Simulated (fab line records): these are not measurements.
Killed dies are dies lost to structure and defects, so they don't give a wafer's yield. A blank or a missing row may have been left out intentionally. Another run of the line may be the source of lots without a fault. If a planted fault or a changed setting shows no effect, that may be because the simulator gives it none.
Chamber matching || flow n5_finfet || ald_metal-01 running N5_BEOL_M3_ALD_84: 4 sister chambers
The step deposits TaN, pulse time 2 s, purge time 3 s, co reactant purge time 2 s. 8 wafers are shown with their chamber, then 11 later ones without.

WAFERS, EACH WITH ITS CHAMBER
{"wafer": "L082.2", "chamber": 2, "heater_power_w (W)": 418}
{"wafer": "L083.1", "chamber": 0, "heater_power_w (W)": 431}
{"wafer": "L083.4", "chamber": 1, "heater_power_w (W)": 503}
{"wafer": "L083.6", "chamber": 3, "heater_power_w (W)": 416}
{"wafer": "L085.2", "chamber": 3, "heater_power_w (W)": 402}
{"wafer": "L085.4", "chamber": 0, "heater_power_w (W)": 441}
{"wafer": "L085.5", "chamber": 2, "heater_power_w (W)": 440}
{"wafer": "L087.4", "chamber": 1, "heater_power_w (W)": 494}

WAFERS WITHOUT THEIR CHAMBER
{"wafer": "L087.5", "heater_power_w (W)": 411}
{"wafer": "L087.6", "heater_power_w (W)": 428}
{"wafer": "L091.2", "heater_power_w (W)": 413}
{"wafer": "L091.3", "heater_power_w (W)": 431}
{"wafer": "L091.4", "heater_power_w (W)": 443}
{"wafer": "L093.3", "heater_power_w (W)": 435}
{"wafer": "L093.5", "heater_power_w (W)": 422}
{"wafer": "L093.6", "heater_power_w (W)": 492}
{"wafer": "L096.2", "heater_power_w (W)": 424}
{"wafer": "L096.5", "heater_power_w (W)": 437}
{"wafer": "L096.6", "heater_power_w (W)": 497}

WHICH CHAMBER EACH WENT THROUGH
{"wafer": "L087.5", "from the rows above": "can't be placed: 3 or 2", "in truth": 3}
{"wafer": "L087.6", "from the rows above": "can't be placed: 2 or 0 or 3", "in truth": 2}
{"wafer": "L091.2", "from the rows above": "can't be placed: 3 or 2 or 0", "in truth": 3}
{"wafer": "L091.3", "from the rows above": "can't be placed: 2 or 0 or 3", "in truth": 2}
{"wafer": "L091.4", "from the rows above": "can't be placed: 0 or 2", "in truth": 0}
{"wafer": "L093.3", "from the rows above": "can't be placed: 0 or 2", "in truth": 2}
{"wafer": "L093.5", "from the rows above": "can't be placed: 2 or 3 or 0", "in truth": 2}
{"wafer": "L093.6", "from the rows above": 1, "in truth": 1}
{"wafer": "L096.2", "from the rows above": "can't be placed: 2 or 0 or 3", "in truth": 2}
{"wafer": "L096.5", "from the rows above": "can't be placed: 0 or 2", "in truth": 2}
{"wafer": "L096.6", "from the rows above": 1, "in truth": 1}
Correct placement for 2 of the 11. Cannot be placed on the basis of these rows: 9; the candidates contain the true chamber in 9. Number placed wrongly: 0.
How it was worked out, from the rows above alone: a wafer's distance from a chamber is the root of the sum, over the readings, of the square of ((its reading less the chamber's mean) divided by the reading's scatter). If the next closest chamber is less than 2 further off than the closest, the wafer can't be placed; otherwise it belongs to the closest. The mean given for a chamber averages the wafers shown for that chamber. The scatter: take each reading less its chamber's mean, square it, sum over the shown wafers, divide by the number of wafers less the number of chambers, and take the root.
